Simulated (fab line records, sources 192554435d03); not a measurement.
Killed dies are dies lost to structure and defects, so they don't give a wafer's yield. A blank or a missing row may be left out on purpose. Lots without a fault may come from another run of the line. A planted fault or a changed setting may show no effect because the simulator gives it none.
A struck lot beside a sound one | flow n5_finfet | 37 steps out of a route of 1938
Sound: wafers L884.2, L884.5, L884.6. Struck: wafer L879.5. (L879.1, L879.6 of the same lot were not struck and are left out.) The cause comes at the end.
At each step with rows: each side's tool, then ch and its chambers, then its first start. Under that, the readings that differ: sound wafers | struck wafers | difference of the means | sigmas: that difference in standard deviations of wafers without a fault.
alike: readings whose means differ by less than 2 such deviations, and words and numbers that are the same on both sides. not compared: withheld readings, readings that some wafer has no value for, bounds like >300 that may hide the same value, and numbers for which the record gives no deviation and whose values overlap.
The two part at a step that has a row with sigmas, a row that says differs or no value, or rows on one side only. Numbers that don't overlap but have no deviation are shown without sigmas and don't part them. A reading that every wafer of one side lacks parts them only if that side has two wafers or more.

first, 9 steps without rows for these wafers: N5_BEOL_M9_ALD_74 (deposits TaN, target thk 2 nm, pulse time 2 s, purge time 3 s); N5_BEOL_M9_SURFACE_TREAT_79; N5_BEOL_M9_CVD_78 (deposits Co from CCTBA/H2, target thk 2 nm, time 138.9 s); N5_BEOL_M9_SPUTTER_48 (material Cu, target thk 12 nm, time 2 s); N5_BEOL_M9_ECD_50 (material Cu, target thk 318 nm); N5_BEOL_M9_ANNEAL_51 (time 90 s); N5_BEOL_M9_CMP_52 (polishes, stops on SiCOH lowk, t overpolish 7 s, target thk 140 nm); N5_BEOL_M9_PRE_CLEAN_55 (time 15 s); N5_BEOL_M9_DEP_56 (deposits SiCN from 3MS/NH3, target thk 15 nm, time 26.5 s).
N5_BEOL_M10_ILD_DEP_00: deposits SiCOH lowk from DEMS/porogen, target thk 308.51 nm, time 58 s.
  sound on pecvd-01 ch 0,2, day 15 02:38; struck on pecvd-03 ch 2, day 13 20:53
  reading                                             | sound                | struck | difference | sigmas
  susceptor_temp_C (C)                                | 299.69 299.81 300.10 | 293.93 | -5.94      | -30
  model.SiCOH_lowk_of_BEOL_M10_ILD_DEP_00.thk_nm (nm) | 307.6 310.6 315.6    | 325.8  | +14.5      |
  alike: heater_power_w, showerhead_plenum_p_Torr, throttle_valve_pct
then, 1 step without rows for these wafers: N5_BEOL_M10_CURE_71 (cures SiCOH lowk, time 240 s).
N5_BEOL_M10_THK_MEAS_01:
  sound on film_metro-02, day 15 03:14; struck on film_metro-02, day 13 21:29
  reading          | sound       | struck | difference | sigmas
  M10_ILD_THK (nm) | 267 270 274 | 284    | +14        | +4
then, 23 steps without rows for these wafers: N5_BEOL_M10_PECVD_70 (deposits SiO2 from TEOS/O2, target thk 20 nm, time 22.7 s); N5_BEOL_M10_HM_DEP_02 (deposits TiN, target thk 20 nm); N5_BEOL_M10_COAT_59 (time 60 s, resist thk 100 nm); N5_BEOL_M10_COAT_60 (time 60 s, resist thk 30 nm); N5_BEOL_M10_COAT_05 (resist thk 90 nm); N5_BEOL_M10_EBR_07; N5_BEOL_M10_SOFTBAKE_06 (time 60 s); N5_BEOL_M10_EXPOSE_08 (exposes mask M10); N5_BEOL_M10_PEB_09 (peb time 60 s); N5_BEOL_M10_DEVELOP_10 (develop time 30 s); N5_BEOL_M10_DESCUM_16 (chemistry O2, time 7.9 s); N5_BEOL_M10_ETCH_61 (etches SiARC in CF4, target depth 39 nm, time 65 s); N5_BEOL_M10_ETCH_62 (etches SOC in N2/H2, target depth 110 nm, overetch 22 nm, time 165 s); N5_BEOL_M10_STRIP_68 (strips in N2/H2); N5_BEOL_M10_STRIP_67 (strips in CF4); N5_BEOL_M10_HM_OPEN_17 (chemistry Cl2/BCl3, target TiN, target depth 20 nm, overetch 6 nm); N5_BEOL_M10_STRIP_19 (strips in O2); N5_BEOL_M10_COAT_63 (time 60 s, resist thk 100 nm); N5_BEOL_M10_COAT_64 (time 60 s, resist thk 30 nm); N5_BEOL_M10_COAT_22 (resist thk 90 nm); N5_BEOL_M10_EBR_24; N5_BEOL_M10_SOFTBAKE_23 (time 60 s); N5_BEOL_M10_EXPOSE_25 (exposes mask V9).
N5_BEOL_M10_CMP_52: polishes, stops on SiCOH lowk, t overpolish 7 s, target thk 140 nm.
  sound on cmp-02 ch 0,1,2, day 15 11:32; struck on cmp-02 ch 0, day 14 07:47
  reading                                             | sound             | struck | difference | sigmas
  model.SiCOH_lowk_of_BEOL_M10_ILD_DEP_00.thk_nm (nm) | 264.2 266.8 271.2 | 280.4  | +13.0      |
  alike: barrier_field_endpoint_s, motor_current_A, overpolish_run_s, slurry_flow_ml_min, time_to_endpoint_s
N5_PASSIVATION_PROBE_49:
  sound on prober-01, day 17 12:52; struck on prober-01, day 16 05:15
  alike: defect_limited_yield, killed_at_M0_to_M3, killed_at_M4_up, killed_at_contacts, killed_at_front_end, killed_at_other, killed_dies, killed_open, killed_short, sort_bin_5_function, sort_bin_6_memory, sort_bin_8_speed, sort_n_pass, sort_yield_pct

WHERE THEY PART
First at N5_BEOL_M10_ILD_DEP_00; last, within this record, at N5_BEOL_M10_THK_MEAS_01. Later steps at which nothing parts them and some readings are alike: N5_BEOL_M10_CMP_52, N5_PASSIVATION_PROBE_49.

WHY: what the simulator had put in
Process parameter drift: pecvd-03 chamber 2, from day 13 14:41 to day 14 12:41, at N5_BEOL_M10_ILD_DEP_00. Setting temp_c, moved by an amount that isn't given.
